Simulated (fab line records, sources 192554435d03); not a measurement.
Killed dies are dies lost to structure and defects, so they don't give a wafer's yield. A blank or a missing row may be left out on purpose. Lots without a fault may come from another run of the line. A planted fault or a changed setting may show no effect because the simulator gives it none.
fab line records | flow n5_finfet
record lots=24 wafers=72 last_day=18
route steps=1938 shown SDB@357 HKMG_FIN@444 GATE_CUT@506
lots that met no fault: from a run of the same line without faults
start_h: hours from the record's first day to the start of the lot's first wafer shown | wait_h: hours since the lot's step before | " the same as in the row above | L1.1+2: a row that stands for several wafers | - no value, or no start given | * or withheld: withheld | < > ~ a bound
route shown NAME@n: a module of which the file shows steps, and the number in the route of the first | usual: mean/standard deviation of fault-free wafers | same: alike in all rows | chamber/n: place in a boat | sites: the reading at each site | _std_site: their standard deviation | _edge_site: outer sites' mean less inner sites' | radius_mm: how far each site lies from the wafer's centre | mask NAME#n: copy n | behind: the tool/chamber that last shaped the wafer | hold: why the lot was held/for how many hours/how that ended | device: the transistor (n, p or np) that didn't switch | end of line: the same wafers' tests at the end of the route | a step without rows: its recipe alone | killed: dies lost to structure and defects at the first sort, not the wafer's yield | map: a wafer's dies, x killed, . not, _ none there
set.NAME: the setting as run; set.NAME@STEP: as run at that earlier step | model.NAME: the simulator's own value behind a step, which no gauge read
steps of the route over a sample of lots; a table a step, a row a wafer
services: from which hour (start_h, from the record's first day; less than 0 if before it) a tool's chamber was out of use, for how many hours, and why
## steps
# step N5_SDB_OVL_MEAS_12
# recipe points_per_wafer=44
# usual SDB_OVL=-0.5/0.71
# columns lot.wafer tool chamber start_h wait_h SDB_OVL[nm]
L074.2 overlay-01 0 69.20 0.0 -1.2
L074.4 " 0 " " -0.6
L074.6 " 0 " " -0.5
L075.1 overlay-01 0 80.43 0.0 -1.6
L075.4 " 0 " " 0.3
L075.6 " 0 " " -0.1
L076.3 overlay-01 0 82.21 0.0 -1.8
L076.5 " 0 " " -0.7
L076.6 " 0 " " -1.0
L077.2 overlay-02 0 86.49 0.0 -0.9
L077.4 " 0 " " -0.1
L077.5 " 0 " " -1.2
L078.1 overlay-02 0 93.16 0.0 -0.4
L078.3 " 0 " " -0.3
L078.4 " 0 " " 0.0
L079.1 overlay-02 0 98.93 0.0 -1.8
L079.3 " 0 " " -0.8
L079.4 " 0 " " 0.1
L080.2 overlay-01 0 101.11 0.0 -0.3
L080.3 " 0 " " 0.4
L080.6 " 0 " " -0.2
L081.3 overlay-01 0 109.65 0.0 -0.4
L081.5 " 0 " " -0.3
L081.6 " 0 " " -1.2
L082.4 overlay-01 0 115.52 0.0 -1.0
L082.5 " 0 " " -1.5
L082.6 " 0 " " -0.6
L083.4 overlay-02 0 120.73 0.0 -0.2
L083.5 " 0 " " -1.0
L083.6 " 0 " " -0.2
L084.3 overlay-02 0 128.19 0.0 -1.2
L084.4 " 0 " " -0.5
L084.5 " 0 " " -0.4
L085.2 overlay-01 0 131.57 0.0 -1.0
L085.3 " 0 " " 0.1
L085.5 " 0 " " -0.8
L086.1 overlay-01 0 136.52 0.0 -1.5
L086.3 " 0 " " -1.5
L086.5 " 0 " " -0.6
L087.1 overlay-01 0 144.58 0.0 -0.9
L087.3 " 0 " " -2.3
L087.6 " 0 " " -0.3
L088.2 overlay-02 0 149.38 0.0 0.1
L088.4 " 0 " " -0.5
L088.5 " 0 " " -0.2
L089.4 overlay-02 0 154.68 0.0 0.2
L089.5 " 0 " " -0.4
L089.6 " 0 " " 1.0
L090.1 overlay-01 0 165.72 0.0 0.3
L090.3 " 0 " " 0.3
L090.5 " 0 " " 0.2
L091.3 overlay-02 0 167.23 0.0 0.2
L091.5 " 0 " " -0.3
L091.6 " 0 " " 0.5
L092.2 overlay-02 0 175.14 0.0 0.0
L092.3 " 0 " " 0.1
L092.6 " 0 " " 0.1
L093.2 overlay-02 0 181.54 0.0 -0.8
L093.3 " 0 " " -0.4
L093.5 " 0 " " -0.1
L094.1 overlay-02 0 185.06 0.0 0.3
L094.5 " 0 " " 0.5
L094.6 " 0 " " 0.1
L095.1 overlay-01 0 192.59 0.0 0.1
L095.4 " 0 " " -0.4
L095.5 " 0 " " 0.2
L096.1 overlay-01 0 199.57 0.0 -1.1
L096.2 " 0 " " -0.3
L096.5 " 0 " " -0.3
L097.2 overlay-02 0 205.70 0.0 0.1
L097.3 " 0 " " 0.3
L097.5 " 0 " " 0.0
# step N5_SDB_INSPECT_13
# recipe mode=adi inspect_instrument=brightfield
# usual raw_defect_count=67/24
# columns lot.wafer tool chamber start_h wait_h raw_defect_count
L074.2 defect_inspect-02 - 69.22 0.0 95
L074.4 " - " " 52
L074.6 " - " " 53
L075.1 defect_inspect-01 - 80.45 0.0 69
L075.4 " - " " 44
L075.6 " - " " 59
L076.3 defect_inspect-01 - 82.24 0.0 104
L076.5 " - " " 76
L076.6 " - " " 55
L077.2 defect_inspect-02 - 86.52 0.0 81
L077.4 " - " " 72
L077.5 " - " " 51
L078.1 defect_inspect-02 - 93.18 0.0 70
L078.3 " - " " 40
L078.4 " - " " 81
L079.1 defect_inspect-01 - 98.95 0.0 64
L079.3 " - " " 48
L079.4 " - " " 53
L080.2 defect_inspect-02 - 101.13 0.0 67
L080.3 " - " " 55
L080.6 " - " " 70
L081.3 defect_inspect-01 - 109.67 0.0 49
L081.5 " - " " 78
L081.6 " - " " 106
L082.4 defect_inspect-02 - 115.55 0.0 54
L082.5 " - " " 88
L082.6 " - " " 41
L083.4 defect_inspect-02 - 120.76 0.0 73
L083.5 " - " " 37
L083.6 " - " " 49
L084.3 defect_inspect-01 - 128.21 0.0 58
L084.4 " - " " 46
L084.5 " - " " 49
L085.2 defect_inspect-02 - 131.59 0.0 77
L085.3 " - " " 74
L085.5 " - " " 46
L086.1 defect_inspect-01 - 136.54 0.0 69
L086.3 " - " " 59
L086.5 " - " " 43
L087.1 defect_inspect-01 - 144.61 0.0 98
L087.3 " - " " 62
L087.6 " - " " 62
L088.2 defect_inspect-02 - 149.40 0.0 40
L088.4 " - " " 89
L088.5 " - " " 62
L089.4 defect_inspect-02 - 154.70 0.0 49
L089.5 " - " " 90
L089.6 " - " " 48
L090.1 defect_inspect-02 - 165.74 0.0 45
L090.3 " - " " 74
L090.5 " - " " 37
L091.3 defect_inspect-02 - 167.26 0.0 51
L091.5 " - " " 78
L091.6 " - " " 78
L092.2 defect_inspect-01 - 175.17 0.0 64
L092.3 " - " " 85
L092.6 " - " " 106
L093.2 defect_inspect-01 - 181.56 0.0 65
L093.3 " - " " 42
L093.5 " - " " 50
L094.1 defect_inspect-01 - 185.09 0.0 70
L094.5 " - " " 167
L094.6 " - " " 129
L095.1 defect_inspect-02 - 192.61 0.0 45
L095.4 " - " " 71
L095.5 " - " " 31
L096.1 defect_inspect-02 - 199.59 0.0 31
L096.2 " - " " 44
L096.5 " - " " 47
L097.2 defect_inspect-02 - 205.73 0.0 41
L097.3 " - " " 72
L097.5 " - " " 83
# step N5_SDB_STRIP_21
# recipe chemistry=CF4 resist=SiARC power_w=300 bias_power_w=75 pressure_mtorr=50 cf4_flow_sccm=150 rf_frequency_hz=6e+07
# usual cf4_flow_sccm=150.0/0.46 drypump_motor_current_A=5.6/0.55 oes_product_au=0.75/0.069 rf_vpp_V=270.7/1.3 showerhead_plenum_p_Torr=1.77/0.044 throttle_valve_pct=13.61/0.23
# columns lot.wafer tool chamber start_h wait_h cf4_flow_sccm drypump_motor_current_A oes_product_au rf_hours_counter_h rf_vpp_V showerhead_plenum_p_Torr throttle_valve_pct
L074.2 rie_diel-01 2 69.46 0.0 150.0 6.5 0.89 26 271.7 1.83 13.07
L074.4 " 0 " " 150.1 4.9 0.85 67 269.6 1.75 13.54
L074.6 " 2 " " 150.0 6.4 0.88 - 272.7 1.83 13.10
L075.1 rie_diel-06 1 80.69 0.0 150.6 4.9 0.79 117 269.4 1.74 13.82
L075.4 " 3 " " 149.5 5.4 0.70 182 270.3 1.71 13.73
L075.6 " 3 " " 149.5 5.5 0.71 - 269.6 1.71 13.73
L076.3 rie_diel-05 0 82.74 0.0 149.8 6.1 0.93 13 271.8 1.77 13.19
L076.5 " 3 " " 149.8 6.1 0.73 - 273.1 1.84 13.87
L076.6 " 0 " " 150.2 6.1 0.92 - 271.3 1.77 13.17
L077.2 rie_diel-06 1 86.76 0.0 150.4 4.9 0.78 120 268.6 1.74 13.83
L077.4 " 2 " " 150.0 6.6 0.69 - 270.5 1.72 13.65
L077.5 " 3 " " 149.8 5.4 0.71 - 268.6 1.70 13.72
L078.1 rie_diel-01 3 93.44 0.0 150.7 5.2 0.70 215 270.3 1.76 13.67
L078.3 " 2 " " 149.7 6.4 0.87 34 272.5 1.83 13.11
L078.4 " 0 " " 150.2 4.9 0.83 75 269.6 1.75 13.60
L079.1 rie_diel-01 3 99.58 0.0 150.0 5.2 0.70 218 270.5 1.76 13.67
L079.3 " 0 " " 150.1 4.9 0.83 78 271.3 1.75 13.58
L079.4 " 2 " " 150.0 6.4 0.86 37 272.6 1.83 13.11
L080.2 rie_diel-06 2 101.37 0.0 150.8 6.6 0.69 218 269.1 1.72 13.68
L080.3 " 3 " " 149.8 5.5 0.70 189 267.6 1.70 13.74
L080.6 " 0 " " 149.7 5.6 0.77 - 272.2 1.80 13.57
L081.3 rie_diel-01 2 109.91 0.0 150.3 6.4 0.86 40 271.5 1.83 13.13
L081.5 " 1 " " 150.9 5.0 0.76 - 271.2 1.80 13.49
L081.6 " 2 " " 150.9 6.4 0.85 - 272.8 1.83 13.12
L082.4 rie_diel-05 3 115.81 0.0 150.1 6.1 0.72 185 273.4 1.84 13.89
L082.5 " 2 " " 150.3 5.5 0.68 - 272.4 1.82 13.45
L082.6 " 1 " " 149.1 5.7 0.71 - 270.3 1.77 13.75
L083.4 rie_diel-06 2 121.19 0.0 149.2 6.6 0.68 224 268.6 1.72 13.68
L083.5 " 3 " " 149.7 5.5 0.70 - 270.5 1.70 13.76
L083.6 " 0 " " 150.4 5.6 0.77 - 271.6 1.80 13.57
L084.3 rie_diel-05 1 128.80 0.0 150.2 5.8 0.71 228 271.0 1.77 13.76
L084.4 " 3 " " 149.8 6.1 0.72 190 272.5 1.84 13.91
L084.5 " 2 " " 148.9 5.6 0.67 - 273.0 1.82 13.47
L085.2 rie_diel-05 0 131.83 0.0 150.2 6.1 0.89 31 270.0 1.77 13.22
L085.3 " 2 " " 150.2 5.5 0.67 234 272.8 1.82 13.47
L085.5 " 2 " " 150.0 5.5 0.67 - 272.9 1.82 13.47
L086.1 rie_diel-01 3 136.78 0.0 150.3 5.2 0.69 231 271.9 1.76 13.70
L086.3 " 1 " " 150.1 5.1 0.75 145 271.4 1.80 13.52
L086.5 " 0 " " 149.8 4.9 0.81 - 269.4 1.75 13.59
L087.1 rie_diel-06 1 145.20 0.0 149.6 4.9 0.76 139 270.2 1.74 13.86
L087.3 " 0 " " 149.9 5.6 0.76 152 269.6 1.80 13.60
L087.6 " 3 " " 150.1 5.4 0.69 - 269.4 1.70 13.77
L088.2 rie_diel-01 3 150.01 0.0 150.2 5.2 0.68 237 269.7 1.76 13.72
L088.4 " 2 " " 150.7 6.4 0.83 56 270.4 1.82 13.17
L088.5 " 2 " " 149.4 6.4 0.83 - 271.7 1.82 13.16
L089.4 rie_diel-06 0 155.77 0.0 150.5 5.6 0.76 157 271.0 1.79 13.61
L089.5 " 0 " " 149.5 5.6 0.76 - 270.1 1.79 13.62
L089.6 " 3 " " 149.7 5.4 0.69 - 269.7 1.70 13.78
L090.1 rie_diel-06 0 166.18 0.0 149.3 5.6 0.76 161 271.2 1.79 13.61
L090.3 " 1 " " 149.1 4.9 0.75 148 269.4 1.73 13.89
L090.5 " 1 " " 149.9 4.9 0.76 - 269.5 1.73 13.89
L091.3 rie_diel-05 1 167.50 0.0 149.3 5.8 0.70 238 270.0 1.77 13.77
L091.5 " 1 " " 150.2 5.8 0.70 - 271.3 1.76 13.79
L091.6 " 2 " " 150.1 5.6 0.67 - 271.3 1.82 13.50
L092.2 rie_diel-06 0 175.41 0.0 149.4 5.6 0.76 164 270.3 1.79 13.60
L092.3 " 3 " " 149.3 5.4 0.68 218 268.6 1.70 13.80
L092.6 " 2 " " 151.1 6.6 0.67 - 269.6 1.71 13.75
L093.2 rie_diel-06 3 182.22 0.0 150.0 5.5 0.68 222 271.1 1.69 13.82
L093.3 " 1 " " 150.0 4.8 0.75 153 268.5 1.73 13.89
L093.5 " 1 " " 149.3 4.8 0.75 - 270.4 1.73 13.91
L094.1 rie_diel-06 1 185.33 0.0 150.1 4.9 0.75 155 269.8 1.73 13.91
L094.5 " 0 " " 149.7 5.6 0.75 - 271.6 1.79 13.65
L094.6 " 3 " " 149.6 5.5 0.68 - 271.5 1.69 13.82
L095.1 rie_diel-05 2 192.85 0.0 150.3 5.5 0.67 249 271.9 1.82 13.50
L095.4 " 3 " " 149.8 6.1 0.70 205 272.6 1.84 13.94
L095.5 " 1 " " 150.0 5.7 0.70 - 270.7 1.76 13.78
L096.1 rie_diel-05 1 199.84 0.0 150.2 5.8 0.70 247 270.1 1.76 13.80
L096.2 " 3 " " 150.4 6.1 0.70 208 273.0 1.83 13.93
L096.5 " 3 " " 150.2 6.1 0.71 - 272.4 1.83 13.94
L097.2 rie_diel-01 0 205.97 0.0 150.2 4.9 0.78 119 269.6 1.74 13.68
L097.3 " 2 " " 150.1 6.4 0.81 78 271.5 1.82 13.22
L097.5 " 0 " " 149.9 4.9 0.79 - 269.9 1.74 13.66
# step N5_HKMG_FIN_ETCH_86
# recipe chemistry=N2/H2 target=SOC target_depth_a=3932 stop_on=TiN ion_energy_ev=100 bias_w=61 pressure_mtorr=30 source_w=850 n2_flow_sccm=200 h2_flow_sccm=200
# usual bias_w=61.00/0.17 drypump_motor_current_A=5.6/0.57 oes_product_au=0.76/0.069 rf_vpp_V=240.3/1.2 showerhead_plenum_p_Torr=2.51/0.059 throttle_valve_pct=17.83/0.3
# columns lot.wafer tool chamber start_h wait_h bias_w drypump_motor_current_A oes_product_au rf_hours_counter_h rf_vpp_V showerhead_plenum_p_Torr throttle_valve_pct
L074.2 rie_diel-01 2 80.73 - 61.15 6.5 0.87 31 241.1 2.58 17.18
L074.4 " 1 " " 61.20 5.1 0.77 126 241.0 2.56 17.74
L074.6 " 2 " " 61.46 6.4 0.88 - 240.2 2.58 17.19
L075.1 rie_diel-01 3 90.73 - 61.12 5.3 0.70 214 241.4 2.53 18.02
L075.4 " 2 " " 61.08 6.4 0.87 33 240.9 2.58 17.19
L075.6 " 2 " " 61.08 6.3 0.87 - 241.5 2.58 17.18
L076.3 rie_diel-06 3 93.49 - 60.99 5.5 0.71 187 240.2 2.45 18.26
L076.5 " 0 " " 60.64 5.6 0.78 - 241.2 2.55 17.68
L076.6 " 1 " " 60.85 4.9 0.77 - 241.6 2.46 18.01
L077.2 rie_diel-01 0 97.28 - 60.88 4.9 0.83 76 238.3 2.47 17.82
L077.4 " 2 " " 60.85 6.5 0.87 36 242.8 2.58 17.19
L077.5 " 1 " " 60.75 5.1 0.77 - 241.4 2.55 17.73
L078.1 rie_diel-01 1 103.74 - 60.77 5.1 0.76 134 241.1 2.55 17.74
L078.3 " 0 " " 61.20 4.9 0.82 79 240.5 2.47 17.83
L078.4 " 2 " " 60.72 6.5 0.87 38 240.9 2.58 17.17
L079.1 rie_diel-05 1 110.91 - 60.91 5.8 0.71 221 240.7 2.51 17.89
L079.3 " 2 " " 61.07 5.5 0.67 226 241.8 2.63 17.80
L079.4 " 3 " " 60.96 6.1 0.71 183 242.5 2.63 18.12
L080.2 rie_diel-06 3 113.42 - 60.78 5.5 0.70 193 239.4 2.44 18.26
L080.3 " 1 " " 61.08 4.9 0.77 129 238.8 2.45 18.02
L080.6 " 3 " " 61.32 5.5 0.70 - 239.5 2.45 18.27
L081.3 rie_diel-05 3 120.52 - 61.04 6.1 0.72 186 243.2 2.63 18.13
L081.5 " 1 " " 61.24 5.8 0.71 - 240.8 2.50 17.90
L081.6 " 0 " " 60.96 6.1 0.90 - 240.2 2.49 17.46
L082.4 rie_diel-06 0 126.26 - 61.18 5.6 0.77 145 241.8 2.54 17.71
L082.5 " 2 " " 61.15 6.6 0.68 - 240.4 2.41 17.86
L082.6 " 3 " " 60.99 5.4 0.69 - 239.6 2.44 18.26
L083.4 rie_diel-06 1 131.47 - 60.97 4.8 0.77 135 238.9 2.45 18.02
L083.5 " 2 " " 60.94 6.6 0.68 - 239.8 2.41 17.86
L083.6 " 1 " " 60.97 4.8 0.77 - 239.9 2.45 18.02
L084.3 rie_diel-06 2 139.26 - 60.98 6.6 0.68 231 239.5 2.41 17.86
L084.4 " 0 " " 61.01 5.6 0.77 150 240.9 2.54 17.71
L084.5 " 3 " " 60.97 5.5 0.69 - 238.1 2.44 18.28
L085.2 rie_diel-01 2 141.80 - 60.82 6.4 0.85 53 242.3 2.57 17.21
L085.3 " 3 " " 60.95 5.2 0.69 233 239.7 2.52 18.07
L085.5 " 3 " " 61.26 5.2 0.69 - 239.8 2.52 18.07
L086.1 rie_diel-01 2 146.83 - 61.04 6.4 0.83 54 240.1 2.57 17.23
L086.3 " 1 " " 60.92 5.1 0.75 150 239.8 2.55 17.77
L086.5 " 0 " " 60.86 4.9 0.81 - 240.3 2.47 17.87
L087.1 rie_diel-01 1 156.41 - 61.19 5.1 0.74 154 241.4 2.54 17.77
L087.3 " 0 " " 61.19 4.9 0.81 99 240.5 2.46 17.87
L087.6 " 2 " " 61.21 6.4 0.83 - 242.3 2.57 17.23
L088.2 rie_diel-01 1 161.53 - 61.18 5.1 0.74 156 242.7 2.54 17.80
L088.4 " 2 " " 61.09 6.5 0.84 61 241.5 2.57 17.23
L088.5 " 1 " " 60.81 5.1 0.74 - 240.9 2.54 17.77
L089.4 rie_diel-01 3 166.83 - 61.09 5.2 0.68 246 240.3 2.52 18.09
L089.5 " 3 " " 61.11 5.3 0.68 - 240.6 2.52 18.07
L089.6 " 2 " " 60.95 6.4 0.82 - 241.3 2.57 17.22
L090.1 rie_diel-06 0 176.69 - 60.88 5.6 0.76 164 239.9 2.53 17.74
L090.3 " 3 " " 61.13 5.5 0.69 219 239.0 2.43 18.31
L090.5 " 1 " " 60.99 4.9 0.76 - 238.1 2.44 18.07
L091.3 rie_diel-01 0 178.35 - 60.74 4.9 0.80 108 240.1 2.46 17.88
L091.5 " 1 " " 61.04 5.1 0.74 - 240.8 2.54 17.80
L091.6 " 0 " " 60.77 4.9 0.81 - 239.8 2.46 17.90
L092.2 rie_diel-05 1 185.12 - 61.21 5.8 0.70 242 239.6 2.50 17.95
L092.3 " 0 " " 60.99 6.1 0.87 42 240.3 2.48 17.48
L092.6 " 0 " " 60.99 6.1 0.88 - 240.3 2.48 17.49
L093.2 rie_diel-06 3 192.38 - 60.89 5.5 0.68 225 238.7 2.43 18.30
L093.3 " 1 " " 60.97 4.9 0.75 157 239.2 2.44 18.08
L093.5 " 1 " " 60.63 4.9 0.75 - 238.7 2.44 18.06
L094.1 rie_diel-05 3 196.29 - 60.98 6.1 0.70 207 241.3 2.62 18.16
L094.5 " 0 " " 61.10 6.1 0.86 - 239.8 2.48 17.51
L094.6 " 3 " " 61.11 6.0 0.70 - 242.8 2.62 18.14
L095.1 rie_diel-01 2 203.50 - 61.10 6.5 0.82 77 240.0 2.56 17.26
L095.4 " 1 " " 60.87 5.0 0.73 171 240.0 2.54 17.81
L095.5 " 0 " " 60.76 4.9 0.79 - 238.3 2.46 17.90
L096.1 rie_diel-06 1 210.57 - 60.83 4.9 0.74 166 238.4 2.44 18.09
L096.2 " 3 " " 60.98 5.5 0.67 233 238.9 2.43 18.33
L096.5 " 0 " " 60.99 5.6 0.74 - 240.8 2.53 17.78
L097.2 rie_diel-05 3 216.49 - 61.28 6.0 0.70 216 241.9 2.62 18.18
L097.3 " 0 " " 61.35 6.1 0.86 55 239.3 2.48 17.50
L097.5 " 3 " " 60.74 6.1 0.70 - 242.5 2.62 18.17
# step N5_GATE_CUT_VAPOR_ETCH_51
# recipe chemistry=BCl3/Cl2 target=HfO2 mode=isotropic
# usual drypump_motor_current_A=6.06/0.28 oes_product_au=0.80/0.11
# columns lot.wafer tool chamber start_h wait_h drypump_motor_current_A oes_product_au
L074.2 rie_metal-02 1 88.56 0.0 6.17 0.58
L074.4 " 1 " " 6.19 0.57
L074.6 " 0 " " 6.10 0.94
L075.1 rie_metal-01 0 98.48 0.0 5.28 0.80
L075.4 " 1 " " 6.09 0.83
L075.6 " 0 " " 5.27 0.80
L076.3 rie_metal-03 0 100.90 0.0 6.28 0.84
L076.5 " 1 " " 6.04 0.62
L076.6 " 0 " " 6.31 0.85
L077.2 rie_metal-02 0 105.29 0.1 6.10 0.92
L077.4 " 0 " " 6.09 0.93
L077.5 " 0 " " 6.08 0.92
L078.1 rie_metal-02 1 111.32 0.0 6.18 0.97
L078.3 " 0 " " 6.07 0.92
L078.4 " 1 " " 6.17 0.97
L079.1 rie_metal-03 1 118.34 0.0 6.05 0.62
L079.3 " 0 " " 6.32 0.84
L079.4 " 1 " " 6.04 0.62
L080.2 rie_metal-02 1 121.29 0.0 6.18 0.95
L080.3 " 1 " " 6.21 0.94
L080.6 " 1 " " 6.20 0.96
L081.3 rie_metal-02 1 128.18 0.0 6.21 0.95
L081.5 " 1 " " 6.19 0.94
L081.6 " 0 " " 6.10 0.91
L082.4 rie_metal-02 0 133.99 0.0 6.08 0.91
L082.5 " 1 " " 6.16 0.95
L082.6 " 0 " " 6.07 0.91
L083.4 rie_metal-03 1 139.34 0.0 6.06 0.61
L083.5 " 0 " " 6.27 0.82
L083.6 " 1 " " 6.07 0.61
L084.3 rie_metal-03 1 146.80 0.0 6.07 0.62
L084.4 " 0 " " 6.30 0.84
L084.5 " 0 " " 6.32 0.83
L085.2 rie_metal-01 0 149.44 0.0 5.31 0.79
L085.3 " 1 " " 6.15 0.81
L085.5 " 1 " " 6.14 0.82
L086.1 rie_metal-03 0 154.46 0.0 6.32 0.82
L086.3 " 0 " " 6.31 0.82
L086.5 " 0 " " 6.29 0.82
L087.1 rie_metal-03 0 164.10 0.0 6.31 0.82
L087.3 " 0 " " 6.33 0.82
L087.6 " 1 " " 6.05 0.61
L088.2 rie_metal-02 0 169.82 0.0 6.09 0.88
L088.4 " 0 " " 6.07 0.88
L088.5 " 1 " " 6.15 0.91
L089.4 rie_metal-01 1 174.90 0.1 6.14 0.81
L089.5 " 1 " " 6.16 0.80
L089.6 " 1 " " 6.13 0.80
L090.1 rie_metal-03 1 184.17 0.0 6.07 0.61
L090.3 " 1 " " 6.05 0.61
L090.5 " 0 " " 6.31 0.81
L091.3 rie_metal-02 0 186.38 0.0 6.10 0.87
L091.5 " 1 " " 6.20 0.90
L091.6 " 0 " " 6.09 0.87
L092.2 rie_metal-01 1 193.14 0.0 6.11 0.80
L092.3 " 0 " " 5.31 0.79
L092.6 " 1 " " 6.14 0.80
L093.2 rie_metal-03 1 199.99 0.0 6.08 0.61
L093.3 " 0 " " 6.30 0.82
L093.5 " 0 " " 6.33 0.81
L094.1 rie_metal-02 1 211.10 0.0 6.20 0.88
L094.5 " 1 " " 6.21 0.88
L094.6 " 0 " " 6.10 0.86
L095.1 rie_metal-01 1 211.15 0.0 6.12 0.80
L095.4 " 1 " " 6.14 0.80
L095.5 " 1 " " 6.13 0.79
L096.1 rie_metal-01 0 218.15 0.0 5.30 0.77
L096.2 " 1 " " 6.09 0.79
L096.5 " 1 " " 6.12 0.79
L097.2 rie_metal-03 1 224.25 0.0 6.05 0.60
L097.3 " 0 " " 6.28 0.81
L097.5 " 0 " " 6.31 0.81
# step N5_GATE_CUT_CMP_23
# recipe stop_on=SiO2 t_overpolish_s=23.4 post_cmp_clean=alkaline_brush down_force_psi=2.5 platen_rpm=51.8 pad_velocity_m_s=1.0307 target_thk_nm=16
# usual motor_current_A=8.8/1 overpolish_run_s=23.401/0.009 time_to_endpoint_s=18.9/2.3
# columns lot.wafer tool chamber start_h wait_h motor_current_A overpolish_run_s time_to_endpoint_s
L074.2 cmp-03 2 90.70 0.8 8.5 23.399 20.5
L074.4 " 0 " " 10.2 23.394 24.6
L074.6 " 1 " " 7.8 23.394 20.7
L075.4 cmp-03 2 101.66 0.8 8.6 23.399 20.9
L075.1 " 3 " " 7.9 23.397 16.4
L075.6 " 2 " " 8.2 23.404 21.0
L076.3 cmp-01 3 103.08 0.8 9.4 23.407 17.2
L076.5 " 3 " " 10.0 23.384 18.9
L076.6 " 0 " " 8.0 23.382 18.8
L077.4 cmp-02 1 107.11 0.8 7.7 23.403 17.5
L077.2 " 2 " " 8.1 23.406 14.0
L077.5 " 1 " " 8.1 23.395 17.4
L078.4 cmp-02 3 113.11 0.8 8.1 23.411 19.0
L078.3 " 0 " " 8.6 23.411 14.8
L078.1 " 1 " " 8.0 23.420 18.6
L079.1 cmp-02 2 120.13 0.8 8.0 23.415 14.7
L079.3 " 3 " " 8.1 23.407 19.2
L079.4 " 0 " " 8.5 23.403 21.0
L080.2 cmp-01 0 122.99 0.8 8.1 23.401 20.1
L080.3 " 2 " " 10.9 23.399 19.1
L080.6 " 1 " " 9.8 23.389 17.7
L081.3 cmp-01 2 129.87 0.8 10.8 23.405 19.8
L081.5 " 2 " " 11.2 23.383 18.9
L081.6 " 3 " " 9.9 23.406 16.7
L082.4 cmp-03 0 135.95 0.8 10.2 23.399 20.2
L082.5 " 2 " " 8.0 23.405 22.3
L082.6 " 3 " " 8.3 23.404 15.1
L083.4 cmp-03 2 141.13 0.9 8.3 23.399 23.3
L083.5 " 3 " " 8.4 23.382 18.9
L083.6 " 0 " " 10.8 23.391 19.6
L084.3 cmp-02 3 149.44 0.8 8.1 23.395 17.1
L084.4 " 2 " " 8.0 23.406 15.9
L084.5 " 3 " " 7.8 23.402 19.4
L085.3 cmp-03 0 151.14 0.8 10.4 23.410 19.8
L085.2 " 2 " " 8.4 23.389 17.8
L085.5 " 0 " " 10.2 23.400 20.4
L086.3 cmp-01 3 156.15 0.8 10.1 23.399 17.0
L086.1 " 0 " " 8.3 23.402 20.6
L086.5 " 3 " " 9.8 23.398 17.0
L087.3 cmp-01 2 165.84 0.8 10.8 23.399 21.8
L087.1 " 0 " " 8.0 23.410 20.3
L087.6 " 1 " " 9.6 23.392 20.1
L088.4 cmp-03 3 171.52 0.8 8.2 23.408 19.3
L088.2 " 1 " " 8.1 23.406 20.5
L088.5 " 0 " " 9.9 23.402 24.0
L089.4 cmp-02 2 176.63 0.1 8.7 23.391 18.3
L089.5 " 1 " " 7.6 23.409 19.9
L089.6 " 2 " " 7.9 23.405 20.0
L090.1 cmp-02 1 186.58 0.8 7.6 23.407 20.1
L090.3 " 0 " " 8.4 23.400 21.2
L090.5 " 2 " " 8.2 23.407 20.0
L091.3 cmp-03 0 188.94 0.8 10.2 23.400 20.5
L091.5 " 3 " " 8.2 23.394 15.9
L091.6 " 0 " " 10.2 23.389 18.9
L092.3 cmp-02 1 194.91 0.8 7.8 23.417 18.5
L092.2 " 2 " " 7.9 23.410 16.4
L092.6 " 0 " " 8.8 23.399 19.0
L093.3 cmp-01 1 201.68 0.8 9.3 23.417 18.4
L093.2 " 3 " " 9.8 23.392 16.4
L093.5 " 2 " " 10.8 23.395 18.6
L094.1 cmp-03 3 213.04 0.8 8.1 23.397 18.4
L094.5 " 3 " " 8.1 23.385 17.9
L094.6 " 0 " " 10.6 23.402 22.9
L095.4 cmp-03 1 214.03 0.8 7.7 23.413 17.5
L095.1 " 0 " " 9.9 23.397 19.7
L095.5 " 1 " " 8.4 23.397 19.0
L096.2 cmp-01 3 219.88 0.8 9.8 23.411 14.2
L096.1 " 2 " " 10.2 23.395 21.6
L096.5 " 0 " " 8.8 23.383 17.7
L097.3 cmp-02 0 226.02 0.8 9.0 23.415 17.0
L097.2 " 1 " " 7.6 23.411 21.8
L097.5 " 3 " " 8.0 23.395 17.0
## services
# columns tool chamber start_h hours kind
cmp-03 - 56.77 1.0 repair
rie_diel-05 1 57.17 13.0 repair
rie_metal-02 1 60.30 4.0 repair
rie_diel-06 0 82.08 7.0 repair
rie_diel-01 - 90.23 0.2 repair
rie_metal-02 - 121.53 2.8 pm
cmp-02 - 127.72 4.6 pm
cmp-01 - 132.22 4.6 pm
cmp-02 - 136.03 4.0 pm
rie_diel-05 - 147.49 16.3 repair
rie_metal-01 0 155.40 25.5 repair
rie_metal-03 - 162.48 0.4 repair
rie_diel-01 1 164.18 2.6 repair
rie_metal-03 - 177.06 1.4 pm
cmp-01 - 178.17 4.0 pm
rie_diel-01 3 181.79 - clean
rie_diel-01 3 181.79 - consumable_replace:focus_ring
rie_diel-01 3 181.79 19.2 scheduled_down
rie_diel-01 3 181.79 19.2 vent_cycle
cmp-01 - 183.39 0.2 repair
rie_diel-06 2 186.97 - clean
rie_diel-06 2 186.97 - consumable_replace:focus_ring
rie_diel-06 2 186.97 - consumable_replace:showerhead
rie_diel-05 - 220.37 0.1 repair
## key
fault none
